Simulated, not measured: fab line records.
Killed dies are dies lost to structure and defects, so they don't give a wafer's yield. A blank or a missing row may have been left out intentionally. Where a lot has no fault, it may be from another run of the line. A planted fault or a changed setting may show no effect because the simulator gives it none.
A struck lot beside a sound one ; flow nand-harc ; 14 out of 1302 route steps
Sound: wafers L130.1, L130.5, L130.6. Struck: wafer L119.6. (L119.3 of the same lot was not struck and is left out.) The cause comes at the end.
Order at every step that has rows: each side's tool, ch and its chambers, its first start. Under that, the readings that differ: sound wafers ; struck wafers ; difference of the means ; sigmas: that difference in standard deviations of wafers without a fault.
alike: readings with means less than 2 such deviations apart, plus words and numbers identical on both sides. not compared: withheld readings, readings lacking a value on some wafer, bounds such as >300 that could conceal the same value, and numbers that have no deviation in the record and whose values overlap.
A row with sigmas, a row that says differs or no value, or rows on one side alone: a step with any of these is where the two part. When numbers do not overlap yet have no deviation, they are printed without sigmas and do not part them. A reading that every wafer of one side lacks parts them only if that side has two wafers or more.

NHARC_A_SLIT_ETCH_26: etches the open film in C4F8/O2/Ar, time 90 s, target depth 400 nm.
  sound on har-etch-01 ch 0,1, day 27 07:54; struck on har-etch-02 ch 0, day 21 19:44
reading;sound;struck;difference;sigmas
drypump-motor-current-A (A);5.7 6.1 5.7;6.8;+1.0;+2
showerhead-plenum-p-Torr (Torr);3.62 3.46 3.62;3.94;+0.37;+2
  alike: oes-air-line-au, throttle-valve-pct
  not compared: rf-hours-counter-h
then, 1 step without rows for these wafers: NHARC_A_SLIT_STRIP_28 (strips in O2/COS).
NHARC_A_SLIT_ETCH_29: etches the open film in CF4/O2, target depth 100 nm, overetch 10 nm, time 55 s.
  sound on rie-diel-11 ch 0,1, day 27 08:46; struck on rie-diel-03 ch 0, day 21 20:32
  alike: drypump-motor-current-A, oes-product-au, rf-vpp-V, showerhead-plenum-p-Torr, throttle-valve-pct
  not compared: rf-hours-counter-h
NHARC_A_SLIT_STRIP_18: strips in O2.
  sound: rie-diel-11 ch 1,2,3; struck: rie-diel-03 ch 1
  alike: drypump-motor-current-A, oes-product-au, rf-vpp-V, showerhead-plenum-p-Torr, throttle-valve-pct
  not compared: rf-hours-counter-h
then, 2 steps without rows for these wafers: NHARC_A_SLIT_PRECLEAN_19 (cleans in SC1); NHARC_A_SLIT_SRD_20.
NHARC_A_SLIT_CD_MEAS_21:
  sound on cd-sem-01 at day 27 09:17; struck on cd-sem-03 at day 21 21:05
  alike: cd-nm
then, 3 steps without rows for these wafers: NHARC_A_SIN_REMOVE_WET_00 (chemistry H3PO4, time 15300 s); NHARC_A_SIN_REMOVE_PRECLEAN_01 (cleans in SC1); NHARC_A_SIN_REMOVE_SRD_02.
NHARC_A_SIN_REMOVE_INSPECT_04:
  sound on defect-inspect-02 at day 27 15:56; struck on defect-inspect-02 at day 22 03:30
  alike: raw-defect-count
NHARC_A_WL_FILL_ALD_00: deposits Al2O3, target thk 3 nm, pulse time 3 s, ald cycles 30.
  sound on ald-hk-03 ch 0,3, day 27 16:00; struck on ald-hk-03 ch 3, day 22 03:38
reading;sound;struck;difference;sigmas
ald-cycles;30 30 30;22;-8;
  alike: heater-power-w, precursor-pulse-height-rel
NHARC_A_WL_FILL_RTA_01: time 5 s.
  sound on rtp-anneal-01 ch 0, day 27 16:16; struck on rtp-anneal-01 ch 0, day 22 03:53
  alike: lamp-power-pct, lamp_zone_7_pct, wafer_temp_C_max
-- jump in the record: it breaks off in module A_WL_FILL and resumes in module END (first step shown: number 1302 of the route), and 4 days separate the struck wafers' starts before and after --
NHARC_END_SORT_01:
  sound on prober-02 ch 0, day 31 22:41; struck on prober-01 ch 0, day 26 06:31
reading;sound;struck;difference;sigmas
killed-at-array;104 83 99;47;-48;-2
killed-dies;106 88 105;52;-48;-2
killed-open;3 1 1;6;+4;+2
  alike: killed-at-other, killed-at-periphery, killed-short

WHERE THEY PART
Earliest at NHARC_A_SLIT_ETCH_26; latest, in this record, at NHARC_END_SORT_01.

WHY: what the simulator had put in
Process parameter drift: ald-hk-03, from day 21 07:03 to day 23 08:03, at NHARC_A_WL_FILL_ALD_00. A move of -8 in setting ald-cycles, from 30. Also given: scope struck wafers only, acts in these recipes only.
